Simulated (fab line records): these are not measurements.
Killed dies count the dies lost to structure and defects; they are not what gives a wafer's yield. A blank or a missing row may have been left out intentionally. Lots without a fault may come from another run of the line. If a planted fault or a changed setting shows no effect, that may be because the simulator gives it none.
Split-lot trial -- flow n5Finfet -- 21 wafers read from 7 lots, route of 1938 steps

## SPLIT DETAILS
At N5_BEOL_M1_COAT_61 (time 60 s, resist thk 60 nm), the setting spinRpm was moved away from the recipe's 1500 rpm on 8 of the 21 wafers read, by -3.8% to +11.1%. This setting was run at the recipe's value on the other wafers.

## FROM THE SPLIT TO THE READING: what the file shows between them, 8 steps
- N5_BEOL_M1_COAT_62: time 60 s, resist thk 12 nm
- N5_BEOL_M1_COAT_73: time 60 s, resist thk 5 nm
- N5_BEOL_M1_ETCH_74: etches underlayer in N2/H2, target depth 6.5 nm, time 5.2 s
- N5_BEOL_M1_ETCH_63: etches SiARC in CF4, target depth 15.6 nm, time 26 s
- N5_BEOL_M1_ETCH_64: etches SOC in N2/H2, target depth 75 nm, overetch 15 nm, time 112.5 s
- N5_BEOL_M1_STRIP_65: strips in N2/H2
- N5_BEOL_M1_STRIP_75: strips in N2/H2
- N5_BEOL_M1_STRIP_66: strips in CF4

## THE READING
SOC_of_BEOL_M1_COAT_61.thkNm (the simulator's own value, which no gauge read), in nm, at N5_BEOL_M1_HM_OPEN_17 (chemistry Cl2/BCl3, target TiN, target depth 20 nm, overetch 6 nm). The file gives no usual value for it. The 13 wafers here that ran the recipe average 52.0 nm, standard deviation 0.2 nm.

wafer,"tool, chamber at the split","spinRpm as run, rpm",against the recipe,"SOC_of_BEOL_M1_COAT_61.thkNm, nm",against lot-mates on the recipe
L074.1,"lithoTrack-04, 0",1443,-3.8%,53.6,no lot-mate on the recipe
L074.4,"lithoTrack-04, 0",1443,-3.8%,53.4,no lot-mate on the recipe
L074.6,"lithoTrack-04, 0",1443,-3.8%,53.4,no lot-mate on the recipe
L078.1,"lithoTrack-03, 0",1500,recipe,52,-
L078.2,"lithoTrack-03, 0",1500,recipe,52,-
L078.5,"lithoTrack-03, 0",1500,recipe,52,-
L081.1,"lithoTrack-04, 0",1500,recipe,52,-
L081.4,"lithoTrack-04, 0",1500,recipe,52,-
L081.6,"lithoTrack-04, 0",1666,+11.1%,49,-3.0
L083.1,"lithoTrack-02, 0",1500,recipe,51.8,-
L083.2,"lithoTrack-02, 0",1610,+7.3%,49.6,-2.2
L083.4,"lithoTrack-02, 0",1610,+7.3%,49.6,-2.2
L084.2,"lithoTrack-03, 0",1500,recipe,51.8,-
L084.3,"lithoTrack-03, 0",1500,recipe,52,-
L084.6,"lithoTrack-03, 0",1500,recipe,52,-
L093.3,"lithoTrack-04, 0",1610,+7.3%,50.2,-2.4
L093.6,"lithoTrack-04, 0",1610,+7.3%,50.2,-2.4
L093.4,"lithoTrack-04, 0",1500,recipe,52.6,-
L094.1,"lithoTrack-02, 0",1500,recipe,51.8,-
L094.6,"lithoTrack-02, 0",1500,recipe,51.8,-
L094.5,"lithoTrack-02, 0",1500,recipe,52,-

FIT RESULTS
A straight line over all 21 wafers: SOC_of_BEOL_M1_COAT_61.thkNm changes by -0.298 nm for each +1% of spinRpm; r = -0.98; the points scatter about the line by 0.26 nm.
The same after taking each lot's own level away (the mean of its wafers on the recipe; 18 wafers): -0.297 nm for each +1%; r = -0.99; scatter 0.12 nm.
Per that fit: largest spinRpm move, reading shift of 3.3 nm.
The span of the lots' own levels, 51.80 to 52.60 nm, comes to 4.0 times the standard deviation stated above.
So the lot-to-lot level changes the slope little: the two slopes agree.
Check: with one of the wafers moved furthest among these (+11.1%) left out of the fit, the line predicts -3.47 nm for it against its lot-mates. Against them it came out at -3 nm.

## FURTHER SPLITS ON THESE WAFERS
Other splits were also applied to these wafers ahead of the reading. Each is held against what the fit with the lots' levels taken away leaves over:
other split on the same wafers,wafers away from the commonest value,r with SOC_of_BEOL_M1_COAT_61.thkNm (lot level and that fit taken away)
N5_HKMG_FIN_COAT_30 spinRpm,11,-0.01
N5_HKMG_FIN_ETCH_32 h2FlowSccm,7,-0.42
N5_MOL_CONTACT_COAG_ALD_27 timeS,7,-0.13
N5_MOL_CONTACT_COAG_COAT_77 spinRpm,7,-0.26
N5_MOL_CONTACT_COAG_CVD_140 targetThkA,5,+0.09
N5_BEOL_M0_SAQP_PECVD_03 timeS,8,+0.27
N5_BEOL_M0_SAQP_SPACER1_ALD_98 aldCycles,8,-0.29

## THE WHOLE CHAIN: every reading that the file lists as answering this split, in the file's order
step,what it does,reading,change (the file's fit),r (the file's)
N5_BEOL_M1_COAT_61,"time 60 s, resist thk 60 nm","SOC_of_BEOL_M1_COAT_61.thkNm (the simulator's own value, which no gauge read)",-0.278 nm for each +1% of the setting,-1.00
N5_BEOL_M1_ETCH_64,"etches SOC in N2/H2, target depth 75 nm, overetch 15 nm, time 112.5 s","etch.depthNm (the simulator's own value, which no gauge read)",-0.288 nm for each +1% of the setting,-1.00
N5_BEOL_M1_HM_OPEN_17,"chemistry Cl2/BCl3, target TiN, target depth 20 nm, overetch 6 nm","SOC_of_BEOL_M1_COAT_61.thkNm (the simulator's own value, which no gauge read)",-0.291 nm for each +1% of the setting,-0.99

## FILE'S OWN FIT
SOC_of_BEOL_M1_COAT_61.thkNm changes by -0.291 nm for each +1% of spinRpm, r = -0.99.
